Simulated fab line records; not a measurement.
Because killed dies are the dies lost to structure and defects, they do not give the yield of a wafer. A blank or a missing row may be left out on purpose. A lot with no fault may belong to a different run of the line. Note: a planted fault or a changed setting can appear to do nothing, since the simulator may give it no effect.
fab line records + flow n5-finfet
record
- lots=6
- wafers=16
- last-day=17
route steps=1938 shown BEOL_M1@780 BEOL_M4@1111 PASSIVATION@1936
lots untouched by any fault: they come from a run of this same line in which no faults occurred
start-h: start of the lot's first displayed wafer, in hours after the record's first day + wait-h: hours since the lot's step before + " unchanged from the row above + L1.1+2: several wafers, shown together as one row + - no value present, or no start provided + * or withheld: withheld + < > ~ a bound
route shown NAME@n: names a module that has steps shown in the file, with the first one's number in the route + usual: mean and standard deviation over wafers with no fault + same: alike in all rows + chamber/n: place in a boat + sites: each site's reading + _std_site: the values' standard deviation + _edge_site: the outer-site mean with the inner-site mean subtracted + radius-mm: how far each site lies from the wafer's centre + mask NAME#n: copy n + behind: tool/chamber where the wafer was last shaped + hold: cause of the lot's hold/its duration in hours/its outcome + device: transistor that didn't switch, given as n, p or np + end of line: at the end of the route, the tests of the same wafers + step lacking rows: just its recipe + killed: not the wafer's yield, but the dies lost to structure and defects at the first sort + map: shows each die of a wafer: x if killed, . if not, _ if none is there
set.NAME: the setting as run; set.NAME@STEP: as run at that earlier step + model.NAME: the simulator's own value behind a step, which no gauge read
lots seen at some steps along the route; tables by step, rows by wafer
services: when a tool's chamber went out of use (start-h, in hours from the record's first day, below 0 if earlier), for how many hours, and the reason
## steps
# step N5_BEOL_M1_COAT_22
# recipe
- resist=CAR-EUV
- spin-rpm=1500
- resist-thk-nm=30
# step N5_BEOL_M1_EBR_24
# recipe
- solvent=PGMEA
- ebr-width-mm=1.5
# step N5_BEOL_M1_SOFTBAKE_23
# recipe
- temp-c=110
- time-s=60
- resist=CAR-EUV
# step N5_BEOL_M1_EXPOSE_25
# recipe
- mask-id=V0
- na=0.33
- source-shape=quasar
- sigma-inner=0.2
- sigma-outer=0.8
- polarization=unpolarized
- defocus-nm=5
- target-cd-nm=24
- dose-mj=63
# step N5_BEOL_M1_PEB_26
# recipe
- peb-temp-c=100
- peb-time-s=60
- resist=CAR-EUV
# step N5_BEOL_M1_DEVELOP_27
# recipe
- develop-time-s=30
- developer=TMAH
- resist=CAR-EUV
- rinse-liquid=surfactant-rinse
- dry=air-spin
- dev-temp-c=23
# step N5_BEOL_M1_CD_MEAS_28
# recipe
- landing-energy-ev=500
- detector=se-inlens
- target-cd-y-nm=23.3
# usual
- cd-nm=23.99/0.29
| lot.wafer | tool      | chamber | start-h | wait-h | cd-nm |
|-----------|-----------|---------|---------|--------|-------|
| L578.1    | cd-sem-01 | 0       | 128.54  | -      | 23.71 |
| L578.2    | "         | 0       | "       | "      | 24.22 |
| L578.6    | "         | 0       | "       | "      | 23.92 |
| L579.4    | cd-sem-01 | 0       | 131.06  | -      | 24.05 |
| L579.5    | "         | 0       | "       | "      | 24.24 |
| L579.6    | "         | 0       | "       | "      | 23.55 |
| L588.3    | cd-sem-02 | 0       | 187.20  | -      | 24.00 |
| L588.4    | "         | 0       | "       | "      | 24.47 |
| L588.5    | "         | 0       | "       | "      | 24.21 |
| L587.1    | cd-sem-03 | 0       | 189.71  | -      | 24.00 |
| L587.4    | "         | 0       | "       | "      | 23.67 |
| L593.1    | cd-sem-02 | 0       | 218.60  | -      | 24.65 |
| L593.2    | "         | 0       | "       | "      | 24.06 |
| L593.3    | "         | 0       | "       | "      | 24.15 |
| L598.1    | cd-sem-03 | 0       | 252.67  | -      | 23.67 |
| L598.2    | "         | 0       | "       | "      | 23.78 |
# step N5_BEOL_M1_OVL_MEAS_29
# recipe
- points-per-wafer=522
# usual
- V0_OVL=-0.2/0.65
| lot.wafer | tool       | chamber | start-h | wait-h | V0_OVL[nm] |
|-----------|------------|---------|---------|--------|------------|
| L578.1    | overlay-01 | 0       | 128.57  | 0.0    | -0.2       |
| L578.2    | "          | 0       | "       | "      | -0.9       |
| L578.6    | "          | 0       | "       | "      | -1.4       |
| L579.4    | overlay-01 | 0       | 131.11  | 0.0    | 0.0        |
| L579.5    | "          | 0       | "       | "      | 0.0        |
| L579.6    | "          | 0       | "       | "      | 0.0        |
| L588.3    | overlay-02 | 0       | 187.24  | 0.0    | -0.1       |
| L588.4    | "          | 0       | "       | "      | 0.0        |
| L588.5    | "          | 0       | "       | "      | 0.3        |
| L587.1    | overlay-02 | 0       | 189.74  | 0.0    | -0.9       |
| L587.4    | "          | 0       | "       | "      | 0.4        |
| L593.1    | overlay-01 | 0       | 218.63  | 0.0    | -0.6       |
| L593.2    | "          | 0       | "       | "      | 0.0        |
| L593.3    | "          | 0       | "       | "      | -0.4       |
| L598.1    | overlay-02 | 0       | 252.70  | 0.0    | 0.0        |
| L598.2    | "          | 0       | "       | "      | -0.1       |
# step N5_BEOL_M1_INSPECT_30
# recipe
- mode=adi
- inspect-instrument=brightfield
# usual
- raw-defect-count=405/82
| lot.wafer | tool              | chamber | start-h | wait-h | raw-defect-count |
|-----------|-------------------|---------|---------|--------|------------------|
| L578.1    | defect-inspect-01 | -       | 128.63  | 0.1    | 355              |
| L578.2    | "                 | -       | "       | "      | 319              |
| L578.6    | "                 | -       | "       | "      | 296              |
| L579.4    | defect-inspect-02 | -       | 131.15  | 0.0    | 326              |
| L579.5    | "                 | -       | "       | "      | 315              |
| L579.6    | "                 | -       | "       | "      | 361              |
| L588.3    | defect-inspect-02 | -       | 187.29  | 0.0    | 385              |
| L588.4    | "                 | -       | "       | "      | 428              |
| L588.5    | "                 | -       | "       | "      | 474              |
| L587.1    | defect-inspect-02 | -       | 189.80  | 0.1    | 368              |
| L587.4    | "                 | -       | "       | "      | 582              |
| L593.1    | defect-inspect-01 | -       | 218.69  | 0.1    | 393              |
| L593.2    | "                 | -       | "       | "      | 480              |
| L593.3    | "                 | -       | "       | "      | 468              |
| L598.1    | defect-inspect-02 | -       | 252.76  | 0.1    | 361              |
| L598.2    | "                 | -       | "       | "      | 445              |
# step N5_BEOL_M1_DESCUM_33
# recipe
- chemistry=O2
- time-s=7
- source-power-w=50
- bias-power-w=20
- pressure-mtorr=20
- rf-frequency-hz=2.712e+07
- temp-c=40
- resist=CAR-EUV
- o2-flow-sccm=225
# usual
- drypump-motor-current-A=5.8/0.51
- oes-product-au=0.72/0.041
- rf-vpp-V=243.5/1.4
- showerhead-plenum-p-Torr=2.13/0.064
- throttle-valve-pct=20.51/0.17
| lot.wafer | tool        | chamber | start-h | wait-h | drypump-motor-current-A | oes-product-au | rf-hours-counter-h | rf-vpp-V | showerhead-plenum-p-Torr | throttle-valve-pct |
|-----------|-------------|---------|---------|--------|-------------------------|----------------|--------------------|----------|--------------------------|--------------------|
| L578.1    | rie-diel-06 | 3       | 128.66  | 0.0    | 5.2                     | 0.75           | 189                | 241.0    | 2.00                     | 20.60              |
| L578.2    | "           | 1       | "       | "      | 5.7                     | 0.70           | 188                | 243.3    | 2.18                     | 20.29              |
| L578.6    | "           | 1       | "       | "      | 5.7                     | 0.70           | -                  | 242.7    | 2.18                     | 20.33              |
| L579.4    | rie-diel-05 | 2       | 131.20  | 0.0    | 6.4                     | 0.73           | -                  | 244.8    | 2.18                     | 20.34              |
| L579.5    | "           | 1       | "       | "      | 5.1                     | 0.71           | -                  | 246.1    | 2.18                     | 20.59              |
| L579.6    | "           | 3       | "       | "      | 6.1                     | 0.67           | -                  | 241.9    | 2.07                     | 20.55              |
| L588.3    | rie-diel-06 | 2       | 187.32  | 0.0    | 6.7                     | 0.79           | 135                | 241.3    | 2.02                     | 20.47              |
| L588.4    | "           | 0       | "       | "      | 5.7                     | 0.71           | 198                | 243.6    | 2.20                     | 20.53              |
| L588.5    | "           | 0       | "       | "      | 5.7                     | 0.71           | -                  | 244.5    | 2.20                     | 20.53              |
| L587.1    | rie-diel-03 | 1       | 189.84  | 0.0    | 6.5                     | 0.68           | 234                | 243.3    | 2.15                     | 20.51              |
| L587.4    | "           | 0       | "       | "      | 5.9                     | 0.71           | 192                | 244.5    | 2.15                     | 20.43              |
| L593.1    | rie-diel-05 | 0       | 218.72  | 0.0    | 5.3                     | 0.75           | 166                | 244.5    | 2.17                     | 20.20              |
| L593.2    | "           | 2       | "       | "      | 6.3                     | 0.73           | 214                | 244.5    | 2.17                     | 20.39              |
| L593.3    | "           | 1       | "       | "      | 5.1                     | 0.69           | 201                | 244.4    | 2.17                     | 20.62              |
| L598.1    | rie-diel-05 | 0       | 253.63  | 0.9    | 5.3                     | 0.75           | 175                | 243.8    | 2.17                     | 20.21              |
| L598.2    | "           | 1       | "       | "      | 5.1                     | 0.69           | 211                | 242.7    | 2.16                     | 20.64              |
# step N5_BEOL_M1_ETCH_77
# recipe
- chemistry=N2/H2
- target=underlayer
- target-depth-a=65
- mask-material=CAR-EUV
- time-s=5.2
- ion-energy-ev=200
- pressure-mtorr=30
- source-w=840
- bias-w=150
- n2-flow-sccm=200
- h2-flow-sccm=200
- ends=cleared
# usual
- drypump-motor-current-A=5.8/0.51
- etch-rf-on-time-s=5.19/0.16
- oes-product-au=0.614/0.03
- rf-vpp-V=524.9/2.4
- showerhead-plenum-p-Torr=2.58/0.085
- throttle-valve-pct=17.98/0.26
| lot.wafer | tool        | chamber | start-h | wait-h | drypump-motor-current-A | etch-rf-on-time-s | oes-product-au | rf-hours-counter-h | rf-vpp-V | showerhead-plenum-p-Torr | throttle-valve-pct |
|-----------|-------------|---------|---------|--------|-------------------------|-------------------|----------------|--------------------|----------|--------------------------|--------------------|
| L578.1    | rie-diel-06 | 3       | 128.70  | 0.0    | 5.2                     | 5.22              | 0.640          | 189                | 521.8    | 2.41                     | 17.78              |
| L578.2    | "           | 1       | "       | "      | 5.7                     | 5.15              | 0.602          | 188                | 527.3    | 2.62                     | 17.62              |
| L578.6    | "           | 1       | "       | "      | 5.7                     | 5.15              | 0.605          | -                  | 526.4    | 2.62                     | 17.59              |
| L579.4    | rie-diel-05 | 2       | 131.23  | 0.0    | 6.3                     | 5.19              | 0.637          | -                  | 526.2    | 2.65                     | 17.92              |
| L579.5    | "           | 1       | "       | "      | 5.1                     | 5.29              | 0.612          | -                  | 528.1    | 2.66                     | 18.20              |
| L579.6    | "           | 3       | "       | "      | 6.0                     | 4.94              | 0.601          | -                  | 523.0    | 2.52                     | 18.09              |
| L588.3    | rie-diel-06 | 2       | 187.36  | 0.0    | 6.8                     | 5.21              | 0.657          | 135                | 522.5    | 2.45                     | 17.96              |
| L588.4    | "           | 0       | "       | "      | 5.7                     | 5.28              | 0.595          | 198                | 526.1    | 2.63                     | 17.79              |
| L588.5    | "           | 0       | "       | "      | 5.7                     | 5.33              | 0.594          | -                  | 526.3    | 2.63                     | 17.78              |
| L587.1    | rie-diel-03 | 1       | 189.87  | 0.0    | 6.4                     | 5.20              | 0.580          | 234                | 525.5    | 2.64                     | 18.22              |
| L587.4    | "           | 0       | "       | "      | 5.9                     | 5.29              | 0.598          | 192                | 527.5    | 2.65                     | 18.07              |
| L593.1    | rie-diel-05 | 0       | 218.76  | 0.0    | 5.3                     | 4.83              | 0.665          | 166                | 524.4    | 2.63                     | 17.59              |
| L593.2    | "           | 2       | "       | "      | 6.4                     | 5.13              | 0.627          | 214                | 527.5    | 2.64                     | 17.97              |
| L593.3    | "           | 1       | "       | "      | 5.1                     | 5.34              | 0.588          | 202                | 527.1    | 2.65                     | 18.21              |
| L598.1    | rie-diel-05 | 0       | 253.66  | 0.0    | 5.3                     | 4.83              | 0.660          | 175                | 528.3    | 2.63                     | 17.60              |
| L598.2    | "           | 1       | "       | "      | 5.1                     | 5.35              | 0.585          | 211                | 525.5    | 2.65                     | 18.25              |
# step N5_BEOL_M1_ETCH_69
# recipe
- chemistry=CF4
- target=SiARC
- target-depth-a=156
- mask-material=CAR-EUV
- time-s=26
- ion-energy-ev=80
- pressure-mtorr=40
- source-w=545
- bias-w=36
- Ar_flow_sccm=100
- cf4-flow-sccm=100
- ends=cleared
# usual
- drypump-motor-current-A=5.8/0.51
- etch-rf-on-time-s=26.0/0.7
- oes-product-au=0.61/0.03
- rf-vpp-V=184.3/1.1
- showerhead-plenum-p-Torr=2.17/0.06
- throttle-valve-pct=15.70/0.19
| lot.wafer | tool        | chamber | start-h | wait-h | drypump-motor-current-A | etch-rf-on-time-s | oes-product-au | rf-hours-counter-h | rf-vpp-V | showerhead-plenum-p-Torr | throttle-valve-pct |
|-----------|-------------|---------|---------|--------|-------------------------|-------------------|----------------|--------------------|----------|--------------------------|--------------------|
| L578.1    | rie-diel-06 | 3       | 128.71  | 0.0    | 5.2                     | 26.0              | 0.64           | 189                | 184.2    | 2.06                     | 15.76              |
| L578.2    | "           | 1       | "       | "      | 5.7                     | 25.8              | 0.60           | 188                | 184.2    | 2.22                     | 15.51              |
| L578.6    | "           | 1       | "       | "      | 5.7                     | 26.0              | 0.60           | -                  | 185.3    | 2.22                     | 15.51              |
| L579.4    | rie-diel-05 | 2       | 131.26  | 0.0    | 6.3                     | 26.4              | 0.63           | -                  | 185.5    | 2.21                     | 15.45              |
| L579.5    | "           | 1       | "       | "      | 5.1                     | 26.4              | 0.61           | -                  | 185.3    | 2.23                     | 15.81              |
| L579.6    | "           | 3       | "       | "      | 6.0                     | 25.5              | 0.59           | -                  | 184.1    | 2.13                     | 15.79              |
| L588.3    | rie-diel-06 | 2       | 187.38  | 0.0    | 6.7                     | 26.1              | 0.66           | 135                | 184.4    | 2.08                     | 15.65              |
| L588.4    | "           | 0       | "       | "      | 5.7                     | 26.9              | 0.59           | 198                | 184.5    | 2.19                     | 15.46              |
| L588.5    | "           | 0       | "       | "      | 5.7                     | 26.8              | 0.60           | -                  | 184.7    | 2.19                     | 15.42              |
| L587.1    | rie-diel-03 | 1       | 189.89  | 0.0    | 6.4                     | 26.0              | 0.58           | 234                | 186.7    | 2.19                     | 15.78              |
| L587.4    | "           | 0       | "       | "      | 5.9                     | 27.2              | 0.59           | 192                | 184.0    | 2.22                     | 15.66              |
| L593.1    | rie-diel-05 | 0       | 218.77  | 0.0    | 5.3                     | 24.8              | 0.65           | 166                | 184.8    | 2.23                     | 15.49              |
| L593.2    | "           | 2       | "       | "      | 6.4                     | 26.6              | 0.61           | 214                | 184.4    | 2.20                     | 15.48              |
| L593.3    | "           | 1       | "       | "      | 5.1                     | 27.2              | 0.58           | 202                | 184.4    | 2.22                     | 15.86              |
| L598.1    | rie-diel-05 | 0       | 253.68  | 0.0    | 5.3                     | 24.6              | 0.65           | 175                | 184.5    | 2.23                     | 15.49              |
| L598.2    | "           | 1       | "       | "      | 5.1                     | 26.5              | 0.58           | 211                | 184.4    | 2.22                     | 15.88              |
# step N5_BEOL_M1_ALD_98
# recipe
- material=SiO2
- target-thk-a=25
- temp-c=100
- ald-precursor-family=BDEAS
- ald-co-reactant=O2-plasma
- pulse-time-s=1
- co-reactant-pulse-time-s=1
- purge-time-s=2
- co-reactant-purge-time-s=2
- ald-cycles=17
- pressure-torr=2
# usual
- heater-power-w=77/11
- precursor-pulse-height-rel=0.999/0.021
- susceptor-temp-C=100.02/0.13
# same
- co-reactant-purge-time-s=2
- pulse-time-s=1
| lot.wafer | tool       | chamber | start-h | wait-h | heater-power-w | precursor-pulse-height-rel | susceptor-temp-C |
|-----------|------------|---------|---------|--------|----------------|----------------------------|------------------|
| L578.1    | ald-sin-02 | 3       | 128.81  | 0.1    | 69             | 0.984                      | 100.04           |
| L578.2    | "          | 2       | "       | "      | 59             | 0.982                      | 100.01           |
| L578.6    | "          | 3       | "       | "      | 70             | 0.986                      | 99.81            |
| L579.4    | ald-sin-03 | 1       | 131.32  | 0.0    | 76             | 0.993                      | 99.85            |
| L579.5    | "          | 0       | "       | "      | 71             | 1.015                      | 100.13           |
| L579.6    | "          | 3       | "       | "      | 85             | 1.010                      | 99.94            |
| L588.3    | ald-sin-02 | 3       | 188.22  | 0.8    | 67             | 0.947                      | 97.42            |
| L588.4    | "          | 2       | "       | "      | 56             | 1.008                      | 97.44            |
| L588.5    | "          | 2       | "       | "      | 56             | 0.991                      | 97.73            |
| L587.1    | ald-sin-01 | 3       | 190.04  | 0.1    | 86             | 0.984                      | 100.09           |
| L587.4    | "          | 0       | "       | "      | 82             | 0.984                      | 100.12           |
| L593.1    | ald-sin-02 | 3       | 218.86  | 0.1    | 68             | 0.987                      | 97.69            |
| L593.2    | "          | 1       | "       | "      | 79             | 0.997                      | 97.64            |
| L593.3    | "          | 2       | "       | "      | 56             | 0.981                      | 97.72            |
| L598.1    | ald-sin-01 | 3       | 253.76  | 0.1    | 87             | 0.993                      | 99.84            |
| L598.2    | "          | 2       | "       | "      | 89             | 1.022                      | 99.94            |
# step N5_BEOL_M1_ETCHBACK_99
# recipe
- chemistry=CHF3
- target=SiO2
- target-depth-a=50
- time-s=10.4
- source-w=215
- bias-w=47
- Ar_flow_sccm=200
- CHF3_flow_sccm=12
- ion-energy-ev=100
- pressure-mtorr=30
# usual
- drypump-motor-current-A=5.8/0.43
- oes-product-au=0.72/0.039
- rf-vpp-V=242/8.3
- showerhead-plenum-p-Torr=2.20/0.058
- throttle-valve-pct=17.22/0.18
| lot.wafer | tool        | chamber | start-h | wait-h | drypump-motor-current-A | oes-product-au | rf-hours-counter-h | rf-vpp-V | showerhead-plenum-p-Torr | throttle-valve-pct |
|-----------|-------------|---------|---------|--------|-------------------------|----------------|--------------------|----------|--------------------------|--------------------|
| L578.1    | rie-diel-03 | 2       | 129.51  | 0.7    | 5.6                     | 0.79           | 87                 | 234      | 2.18                     | 17.27              |
| L578.2    | "           | 0       | "       | "      | 5.9                     | 0.72           | 169                | 256      | 2.25                     | 17.14              |
| L578.6    | "           | 0       | "       | "      | 5.9                     | 0.72           | -                  | 257      | 2.25                     | 17.14              |
| L579.4    | rie-diel-03 | 0       | 132.10  | 0.7    | 5.9                     | 0.72           | -                  | 257      | 2.25                     | 17.14              |
| L579.5    | "           | 2       | "       | "      | 5.7                     | 0.80           | -                  | 232      | 2.18                     | 17.27              |
| L579.6    | "           | 3       | "       | "      | 5.9                     | 0.69           | -                  | 234      | 2.23                     | 17.48              |
| L588.3    | rie-diel-03 | 2       | 188.38  | 0.1    | 5.6                     | 0.76           | 110                | 231      | 2.17                     | 17.29              |
| L588.4    | "           | 3       | "       | "      | 5.9                     | 0.68           | 225                | 235      | 2.22                     | 17.50              |
| L588.5    | "           | 0       | "       | "      | 5.9                     | 0.70           | -                  | 257      | 2.24                     | 17.18              |
| L587.1    | rie-diel-06 | 1       | 191.32  | 1.2    | 5.7                     | 0.69           | 206                | 239      | 2.25                     | 17.09              |
| L587.4    | "           | 3       | "       | "      | 5.2                     | 0.73           | 207                | 238      | 2.05                     | 17.14              |
| L593.1    | rie-diel-06 | 1       | 220.17  | 1.3    | 5.7                     | 0.69           | 214                | 237      | 2.25                     | 17.10              |
| L593.2    | "           | 0       | "       | "      | 5.7                     | 0.70           | 209                | 249      | 2.19                     | 16.82              |
| L593.3    | "           | 3       | "       | "      | 5.2                     | 0.73           | 216                | 238      | 2.04                     | 17.18              |
| L598.1    | rie-diel-05 | 1       | 255.06  | 1.3    | 5.1                     | 0.68           | 212                | 245      | 2.23                     | 17.34              |
| L598.2    | "           | 2       | "       | "      | 6.4                     | 0.71           | 224                | 240      | 2.22                     | 17.05              |
# step N5_BEOL_M4_RC_MEAS_101
# usual
- DIBL_N=36.2/2.2
- DIBL_P=36.5/3
- IOFF_N=0.16/0.039
- IOFF_P=0.22/0.047
- ION_N=675/15
- ION_P=463/10
- SS_N=71.6/0.71
- SS_P=73.4/0.94
- VT_N=250/3.6
- VT_P=-250/3.9
| lot.wafer | tool      | chamber | start-h | wait-h | DIBL_N[mV/V] | DIBL_P[mV/V] | IOFF_N[nA/um] | IOFF_P[nA/um] | ION_N[uA/um] | ION_P[uA/um] | SS_N[mV/dec] | SS_P[mV/dec] | VT_N[mV] | VT_P[mV] |
|-----------|-----------|---------|---------|--------|--------------|--------------|---------------|---------------|--------------|--------------|--------------|--------------|----------|----------|
| L578.1    | prober-01 | 0       | 167.22  | 0.0    | 34.5         | 30.9         | 0.11          | 0.14          | 655          | 447          | 71.3         | 71.7         | 256      | -256     |
| L578.2    | "         | 0       | "       | "      | 37.6         | 36.6         | 0.17          | 0.23          | 677          | 464          | 72.7         | 73.5         | 249      | -249     |
| L578.6    | "         | 0       | "       | "      | 38.1         | 35.8         | 0.18          | 0.22          | 679          | 456          | 72.9         | 73.6         | 248      | -250     |
| L579.4    | prober-02 | 0       | 169.66  | 0.5    | 38.1         | 38.6         | 0.17          | 0.26          | 667          | 463          | 72.4         | 74.0         | 249      | -246     |
| L579.5    | "         | 0       | "       | "      | 38.4         | 38.9         | 0.20          | 0.27          | 676          | 465          | 71.6         | 74.4         | 248      | -246     |
| L579.6    | "         | 0       | "       | "      | 35.7         | 35.0         | 0.14          | 0.19          | 675          | 466          | 71.4         | 73.2         | 251      | -250     |
| L587.1    | prober-02 | 0       | 226.97  | 0.0    | 36.4         | 40.4         | 0.17          | 0.30          | 668          | 468          | 71.3         | 74.4         | 250      | -248     |
| L587.4    | "         | 0       | "       | "      | 38.1         | 40.0         | 0.21          | 0.26          | 681          | 465          | 71.6         | 73.7         | 246      | -248     |
| L588.3    | prober-02 | 0       | 230.79  | 0.3    | 36.5         | 37.8         | 0.17          | 0.22          | 682          | 472          | 71.5         | 72.9         | 248      | -250     |
| L588.4    | "         | 0       | "       | "      | 37.0         | 38.2         | 0.19          | 0.23          | 694          | 475          | 71.6         | 73.3         | 247      | -250     |
| L588.5    | "         | 0       | "       | "      | 39.4         | 41.5         | 0.23          | 0.29          | 693          | 476          | 72.5         | 75.3         | 248      | -245     |
| L593.1    | prober-02 | 0       | 271.97  | 0.0    | 34.3         | 34.9         | 0.12          | 0.18          | 655          | 455          | 70.4         | 72.6         | 251      | -252     |
| L593.2    | "         | 0       | "       | "      | 36.5         | 38.4         | 0.16          | 0.25          | 665          | 465          | 72.4         | 74.0         | 250      | -249     |
| L593.3    | "         | 0       | "       | "      | 34.4         | 34.6         | 0.11          | 0.15          | 654          | 454          | 71.1         | 72.7         | 257      | -253     |
| L598.1    | prober-01 | 0       | 289.05  | 0.0    | 36.6         | 38.2         | 0.16          | 0.21          | 672          | 454          | 72.0         | 73.7         | 250      | -252     |
| L598.2    | "         | 0       | "       | "      | 35.8         | 37.8         | 0.14          | 0.20          | 690          | 470          | 71.6         | 73.6         | 250      | -253     |
# step N5_PASSIVATION_PROBE_49
# usual
- defect-limited-yield=91.5/1.5
- killed_at_M0_to_M3=32/10
- killed_at_M4_up=13/4.9
- killed-at-contacts=13/6.1
- killed-at-front-end=38/11
- killed-at-other=3/3.2
- killed-dies=101/18
- killed-open=66/13
- killed-short=32/8.3
- sort_bin_5_function=5.0/1
- sort_bin_6_memory=3.2/0.74
- sort-n-pass=1078/22
- sort-yield-pct=91.3/1.9
# same
- gross-dies=1180
- killed-at-back-side=0
- sort_bin_4_leakage[%]=0
- sort_bin_8_speed[%]=0
| lot.wafer | tool      | chamber | start-h | wait-h | defect-limited-yield[%] | killed_at_M0_to_M3 | killed_at_M4_up | killed-at-contacts | killed-at-front-end | killed-at-other | killed-dies | killed-open | killed-short | sort_bin_5_function[%] | sort_bin_6_memory[%] | sort-n-pass | sort-yield-pct[%] |
|-----------|-----------|---------|---------|--------|-------------------------|--------------------|-----------------|--------------------|---------------------|-----------------|-------------|-------------|--------------|------------------------|----------------------|-------------|-------------------|
| L579.4    | prober-01 | -       | 281.58  | 0.2    | 93.8                    | 22                 | 7               | 10                 | 34                  | 0               | 73          | 48          | 24           | 3.9                    | 2.0                  | 1107        | 93.8              |
| L579.5    | prober-01 | -       | 281.63  | 0.2    | 91.9                    | 26                 | 18              | 27                 | 22                  | 3               | 96          | 64          | 31           | 4.4                    | 3.1                  | 1084        | 91.9              |
| L579.6    | prober-01 | -       | 281.68  | 0.3    | 92.5                    | 34                 | 5               | 12                 | 36                  | 1               | 88          | 47          | 33           | 3.7                    | 3.5                  | 1092        | 92.5              |
| L587.1    | prober-02 | -       | 335.35  | 0.0    | 91.4                    | 26                 | 9               | 3                  | 55                  | 8               | 101         | 43          | 55           | 4.7                    | 3.1                  | 1079        | 91.4              |
| L587.4    | prober-02 | -       | 335.50  | 0.2    | 88.2                    | 48                 | 11              | 15                 | 58                  | 7               | 139         | 87          | 51           | 6.7                    | 4.4                  | 1041        | 88.2              |
| L588.3    | prober-01 | -       | 335.45  | 0.1    | 92.8                    | 27                 | 8               | 16                 | 31                  | 3               | 85          | 54          | 27           | 3.3                    | 3.3                  | 1095        | 92.8              |
| L588.4    | prober-01 | -       | 335.50  | 0.2    | 91.3                    | 23                 | 9               | 21                 | 46                  | 4               | 103         | 63          | 38           | 5.0                    | 3.2                  | 1077        | 91.3              |
| L588.5    | prober-01 | -       | 335.55  | 0.2    | 90.9                    | 35                 | 17              | 19                 | 31                  | 5               | 107         | 67          | 38           | 4.7                    | 4.2                  | 1073        | 90.9              |
# killed by level:class
L579.4 STI_FIN_REVEAL:geometric-particle:open=14 MOL_CONTACT_COAG:geometric-particle:open=8 BEOL_M1:geometric-particle:open=6 STARTING-WAFER:geometric-particle:short=5 BEOL_M3:geometric-particle:open=5 STARTING-WAFER:geometric-particle:open=3 BEOL_M4:geometric-particle:open=3 GATE_CUT:geometric-particle:short=3
L579.5 MOL_CONTACT_COAG:geometric-particle:open=19 MOL_CONTACT_COAG:geometric-particle:short=8 BEOL_M1:geometric-particle:open=8 BEOL_M4:geometric-particle:open=8 BEOL_M0_SAQP:geometric-particle:open=5 BEOL_M2:geometric-particle:open=4 BEOL_M5:geometric-particle:open=4 FIN_SAQP:geometric-particle:open=3
L579.6 STI_FIN_REVEAL:geometric-particle:open=11 GATE_CUT:geometric-particle:short=7 MOL_CONTACT_COAG:geometric-particle:open=7 BEOL_M1:geometric-particle:open=6 BEOL_M0_SAQP:geometric-particle:open=6 BEOL_M0_SAQP:geometric-particle:short=6 STARTING-WAFER:geometric-particle:short=5 MOL_CONTACT_COAG:geometric-particle:short=4
L587.1 GATE_CUT:geometric-particle:short=16 FIN_SAQP:geometric-particle:short=11 BEOL_M0_SAQP:geometric-particle:short=8 STI_FIN_REVEAL:geometric-particle:open=6 BEOL_M0_SAQP:geometric-particle:open=6 FIN_SAQP:geometric-particle:open=5 GATE_CUT:geometric-particle:open=4 BEOL_M1:geometric-particle:open=4
L588.3 MOL_CONTACT_COAG:geometric-particle:open=12 BEOL_M1:geometric-particle:open=9 FIN_SAQP:geometric-particle:short=6 BEOL_M0_SAQP:geometric-particle:open=6 FIN_SAQP:geometric-particle:open=5 STI_FIN_REVEAL:geometric-particle:open=5 GATE_CUT:geometric-particle:short=4 MOL_CONTACT_COAG:geometric-particle:short=3
L587.4 FIN_SAQP:geometric-particle:short=17 BEOL_M0_SAQP:geometric-particle:short=16 FIN_SAQP:geometric-particle:open=15 MOL_CONTACT_COAG:geometric-particle:open=11 BEOL_M2:geometric-particle:open=8 BEOL_M0_SAQP:geometric-particle:open=7 BEOL_M1:geometric-particle:open=7 STI_FIN_REVEAL:geometric-particle:open=6
L588.4 MOL_CONTACT_COAG:geometric-particle:open=13 FIN_SAQP:geometric-particle:short=9 FIN_SAQP:geometric-particle:open=7 DUMMY_GATE:geometric-particle:open=7 GATE_CUT:geometric-particle:short=7 GATE_CUT:geometric-particle:open=7 MOL_CONTACT_COAG:geometric-particle:short=7 BEOL_M0_SAQP:geometric-particle:short=7
L588.5 MOL_CONTACT_COAG:geometric-particle:open=14 BEOL_M0_SAQP:geometric-particle:open=13 GATE_CUT:geometric-particle:short=9 STI_FIN_REVEAL:geometric-particle:open=8 BEOL_M0_SAQP:geometric-particle:short=8 BEOL_M1:geometric-particle:open=8 FIN_SAQP:geometric-particle:short=5 MOL_CONTACT_COAG:geometric-particle:short=5
## services
| tool        | chamber | start-h | hours | kind       |
|-------------|---------|---------|-------|------------|
| rie-diel-03 | 0       | 109.28  | 3.0   | repair     |
| ald-sin-01  | 0       | 116.62  | 14.9  | repair     |
| rie-diel-06 | 0       | 119.35  | 10.0  | repair     |
| rie-diel-05 | 0       | 124.31  | 6.9   | repair     |
| rie-diel-03 | 1       | 127.54  | 46.7  | repair     |
| rie-diel-05 | 3       | 136.41  | 7.8   | repair     |
| ald-sin-03  | -       | 176.75  | 14.0  | pm         |
| ald-sin-03  | 0       | 176.75  | 14.0  | vent-cycle |
| ald-sin-03  | 1       | 176.75  | 14.0  | vent-cycle |
| ald-sin-03  | 2       | 176.75  | 14.0  | vent-cycle |
| ald-sin-03  | 3       | 176.75  | 14.0  | vent-cycle |
| ald-sin-02  | -       | 181.32  | 0.4   | repair     |
| rie-diel-06 | -       | 182.23  | 2.8   | pm         |
| ald-sin-03  | 0       | 190.75  | -     | clean      |
| ald-sin-03  | 1       | 190.75  | -     | clean      |
| ald-sin-03  | 2       | 190.75  | -     | clean      |
| ald-sin-03  | 3       | 190.75  | -     | clean      |
| ald-sin-03  | -       | 192.51  | 1.3   | repair     |
| ald-sin-01  | 0       | 201.35  | 5.4   | repair     |
| ald-sin-02  | 1       | 209.49  | 5.5   | repair     |
| ald-sin-02  | 0       | 217.68  | 2.5   | repair     |
| rie-diel-03 | -       | 242.73  | 14.6  | pm         |
## key
first-sign
- step=N5_BEOL_M1_ALD_98
- reading=susceptor-temp-C
- direction=down
- sigmas=19
- usual=*
- struck=*
effect none on later readings
met-at N5_BEOL_M1_ALD_98
struck-wafers L588.3,L588.4,L588.5,L593.1,L593.2,L593.3
onset-between 128.81 188.22
fault
- kind=process-parameter-drift
- tool=ald-sin-02
- chamber=-
- onset-h=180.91
- steps=N5_BEOL_M1_ALD_98
- channel=temp-c
- offset=*
- shape=step
- end-h=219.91
- acts-in=*
- stated=*
